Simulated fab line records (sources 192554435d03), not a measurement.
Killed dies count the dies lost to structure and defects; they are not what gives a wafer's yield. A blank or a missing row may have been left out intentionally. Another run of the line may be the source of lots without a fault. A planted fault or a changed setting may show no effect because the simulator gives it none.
Struck lot and sound lot, side by side -- flow n5_finfet -- 18 steps out of a route of 1938
Sound: wafers L999.1, L999.4, L999.5. Struck: wafer L990.1. (L990.4, L990.5 of the same lot were not struck and are left out.) The cause comes at the end.
Each step with rows lists, per side, the tool, then ch with its chambers, then its first start. Under that, the readings that differ: sound wafers -- struck wafers -- difference of the means -- sigmas: that difference in standard deviations of wafers without a fault.
alike: readings with means less than 2 such deviations apart, plus words and numbers identical on both sides. not compared: withheld readings, readings lacking a value on some wafer, bounds such as >300 that could conceal the same value, and numbers that have no deviation in the record and whose values overlap.
A row with sigmas, a row that says differs or no value, or rows on one side alone: a step with any of these is where the two part. Numbers that have no deviation but don't overlap get no sigmas and don't part them. A reading that every wafer of one side lacks parts them only if that side has two wafers or more.

N5_FIN_SAQP_HM_DEP_03: deposits SiNx from SiH4/NH3/N2, target thk 38 nm, time 33.6 s.
  sound on pecvd-02 ch 0,1, day 6 02:56; struck on pecvd-04 ch 2, day 3 21:02
  alike: chamber_pressure_Torr, heater_power_w, showerhead_plenum_p_Torr, throttle_valve_pct
N5_FIN_SAQP_THK_MEAS_05:
  struck on film_metro-01, day 3 21:07; sound on film_metro-01, day 6 03:01
reading,sound,struck,difference,sigmas
thk_nm (nm),37.7 38.4 39.0,36.9,-1.5,-2
N5_FIN_SAQP_PECVD_47: deposits a-Si from SiH4/He, target thk 45 nm, time 36.3 s.
  sound on pecvd-03 ch 0,1,2, day 6 03:04; struck on pecvd-03 ch 1, day 3 21:10
  alike: chamber_pressure_Torr, heater_power_w, showerhead_plenum_p_Torr, throttle_valve_pct
N5_FIN_SAQP_PECVD_48: deposits SiNx from SiH4/NH3/N2, target thk 25 nm, time 22.1 s.
  sound on pecvd-03 ch 0,1,2, day 6 03:06; struck on pecvd-03 ch 1, day 3 21:12
  alike: chamber_pressure_Torr, heater_power_w, showerhead_plenum_p_Torr, throttle_valve_pct
N5_FIN_SAQP_PECVD_06: deposits a-Si from SiH4/He, target thk 60 nm, time 48.1 s.
  sound on pecvd-03 ch 0,1,2, day 6 03:08; struck on pecvd-03 ch 1, day 3 21:14
  alike: chamber_pressure_Torr, heater_power_w, showerhead_plenum_p_Torr, throttle_valve_pct
N5_FIN_SAQP_THK_MEAS_07:
  struck on film_metro-01, day 3 21:20; sound on film_metro-01, day 6 03:14
  alike: thk_nm
N5_FIN_SAQP_HM_DEP_72: deposits SiO2 from SiH4/N2O, target thk 12 nm, time 7.2 s.
  sound on pecvd-02 ch 0,1,2, day 6 03:16; struck on pecvd-04 ch 0, day 3 21:22
  alike: chamber_pressure_Torr, heater_power_w, showerhead_plenum_p_Torr
then, 5 steps without rows for these wafers: N5_FIN_SAQP_COAT_49 (time 60 s, resist thk 100 nm); N5_FIN_SAQP_COAT_50 (time 60 s, resist thk 35 nm); N5_FIN_SAQP_COAT_10 (resist thk 90 nm); N5_FIN_SAQP_EBR_12; N5_FIN_SAQP_SOFTBAKE_11 (time 60 s).
N5_FIN_SAQP_EXPOSE_13: exposes mask FIN CORE, target cd 35.6 nm.
  sound on arfi_scanner-02 ch 0, day 6 03:28; struck on arfi_scanner-03 ch 0, day 3 21:55
  alike: mask, reticle_temp_C
then, 2 steps without rows for these wafers: N5_FIN_SAQP_PEB_14 (peb time 60 s); N5_FIN_SAQP_DEVELOP_15 (develop time 30 s).
N5_FIN_SAQP_CD_MEAS_16: target cd 35.6 nm.
  sound on cd_sem-02 ch 0, day 6 03:35; struck on cd_sem-01 ch 0, day 3 22:02
reading,sound,struck,difference,sigmas
cd_nm (nm),35.6 35.0 34.7,32.8,-2.3,-7
N5_FIN_SAQP_OVL_MEAS_17:
  sound on overlay-01 ch 0, day 6 03:38; struck on overlay-02 ch 0, day 3 22:05
  alike: FIN_CORE_OVL
-- here the record skips 11 days between the struck wafers' starts before and after, leaving off in module FIN_SAQP and picking up in module PASSIVATION (first step shown: number 1936 of the route) --
N5_PASSIVATION_PROBE_49:
  record: rows for the struck wafers here (prober-02, day 14 13:02), none for the sound ones

WHERE THEY PART
Last at N5_PASSIVATION_PROBE_49 as far as this record goes, first at N5_FIN_SAQP_THK_MEAS_05.

WHY: the cause the simulator had injected
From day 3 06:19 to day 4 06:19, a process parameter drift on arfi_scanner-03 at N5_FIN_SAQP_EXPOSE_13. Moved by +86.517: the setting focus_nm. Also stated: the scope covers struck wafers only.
